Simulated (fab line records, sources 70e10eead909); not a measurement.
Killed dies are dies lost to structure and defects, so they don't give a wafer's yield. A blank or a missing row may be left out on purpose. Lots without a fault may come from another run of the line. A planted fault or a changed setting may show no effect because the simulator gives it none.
Chamber matching | flow nand_harc | NHARC_P_M0_PRE_CLEAN_31 on pecvd-01: 3 sister chambers
The step time 12 s. 20 wafers are shown with their chamber, then 10 later ones without.

WAFERS WITH THEIR CHAMBER
wafer  | chamber | heater_power_w (W) | rf_fwd_power_W (W)
L074.4 | 1       | 599                | 291.8
L074.5 | 2       | 575                | 293.4
L074.6 | 0       | 499                | 293.6
L079.2 | 1       | 582                | 292.2
L079.4 | 2       | 632                | 291.6
L079.5 | 0       | 587                | 292.5
L081.1 | 0       | 616                | 294.1
L081.3 | 2       | 644                | 292.9
L081.5 | 1       | 690                | 293.0
L082.3 | 1       | 613                | 292.0
L082.4 | 0       | 618                | 293.1
L082.5 | 0       | 616                | 294.1
L084.2 | 2       | 657                | 293.0
L084.4 | 2       | 635                | 295.4
L084.6 | 1       | 667                | 292.8
L085.2 | 1       | 660                | 293.8
L085.5 | 0       | 612                | 292.7
L085.6 | 2       | 552                | 292.5
L086.1 | 2       | 624                | 292.8
L086.2 | 1       | 670                | 293.1

SIGNATURES (means of the wafers above)
reading        | chamber 0 | chamber 1 | chamber 2 | scatter within a chamber
heater_power_w | 591.33    | 640.14    | 617.00    | 42.1
rf_fwd_power_W | 293.350   | 292.671   | 293.086   | 0.892
Rule: a wafer's distance from a chamber is the root of the sum, over the readings, of the square of ((its reading less the chamber's mean) divided by the reading's scatter). The wafer belongs to the nearest chamber; if the next one is less than 2 further off, it can't be placed. The scatter: the root of (the sum of the squares of (reading less its chamber's mean) over the shown wafers, divided by (wafers less chambers)).

WAFERS WITHOUT THEIR CHAMBER
wafer  | heater_power_w (W) | rf_fwd_power_W (W)
L086.4 | 600                | 293.0
L089.1 | 609                | 291.6
L089.3 | 571                | 292.7
L089.5 | 571                | 292.2
L096.2 | 669                | 293.3
L096.5 | 673                | 293.0
L096.6 | 656                | 292.2
L097.2 | 608                | 292.5
L097.3 | 617                | 293.7
L097.5 | 609                | 293.5

WHICH CHAMBER EACH WENT THROUGH
wafer  | from the rows above          | in truth
L086.4 | can't be placed: 2 or 0 or 1 | 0
L089.1 | can't be placed: 1 or 2 or 0 | 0
L089.3 | can't be placed: 0 or 2 or 1 | 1
L089.5 | can't be placed: 0 or 2 or 1 | 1
L096.2 | can't be placed: 1 or 2 or 0 | 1
L096.5 | can't be placed: 1 or 2 or 0 | 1
L096.6 | can't be placed: 1 or 2 or 0 | 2
L097.2 | can't be placed: 2 or 1 or 0 | 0
L097.3 | can't be placed: 2 or 0 or 1 | 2
L097.5 | can't be placed: 0 or 2 or 1 | 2
Placed correctly: 0 of 10. Can't be placed from these rows: 10 (the true chamber is among the candidates in 10). Placed wrongly: 0.
